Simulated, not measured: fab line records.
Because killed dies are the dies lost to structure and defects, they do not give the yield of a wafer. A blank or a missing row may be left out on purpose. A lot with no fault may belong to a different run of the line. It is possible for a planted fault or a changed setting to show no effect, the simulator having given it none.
The same fault as seen by 2 desks	flow n5-finfet	every desk sees just its own numbers, and what lay behind them comes last

## METROLOGY DESK
Means of the sampled wafers that have a number, per lot and without regard to the tool the lot ran on: this is what the gauges read. Marked OUT: a lot whose mean sits more than 4 standard deviations from the usual mean, which makes it out of limits; the brackets give that distance.
Columns: A = cd-nm at N5_BEOL_M7_CD_MEAS_11, usual 38.7 nm
lot	first seen here	A
L916	day 9 03:11	39.1
L918	day 9 19:54	38.3
L920	day 10 01:33	39.1
L922	day 10 19:33	38.6
L923	day 10 22:38	38.8
L924	day 10 22:48	38.3
L925	day 11 21:16	38.8
L926	day 12 08:10	38.7
L932	day 13 15:08	38.7
L936	day 15 01:55	38.4
Result from this desk: across the 10 lots, nothing is out of limits.

## FOR THE TOOL OWNER'S DESK: pvd-sputter-02
The tool's own readings at N5_BEOL_M7_HM_DEP_02 (deposits TiN, target thk 20 nm): means of the sampled wafers that have a number, for each lot that ran on this tool. Marked OUT: a lot whose mean sits more than 4 standard deviations from the usual mean, which makes it out of limits; the brackets give that distance.
Columns: A = throttle-valve-pct at N5_BEOL_M7_HM_DEP_02, usual 29.9 %
lot	first seen here	A
L920	day 10 01:02	28.6
L924	day 10 22:13	28.8
L925	day 11 20:53	28.9
L926	day 12 07:39	29.3
L932	day 13 14:38	28.6
Result from this desk: across the 5 lots, nothing is out of limits.

## TAKEN TOGETHER
Nothing out of limits was seen by the metrology desk.
Nothing out of limits was seen by the tool owner's desk.

## WHAT THE SIMULATOR HAD PUT IN
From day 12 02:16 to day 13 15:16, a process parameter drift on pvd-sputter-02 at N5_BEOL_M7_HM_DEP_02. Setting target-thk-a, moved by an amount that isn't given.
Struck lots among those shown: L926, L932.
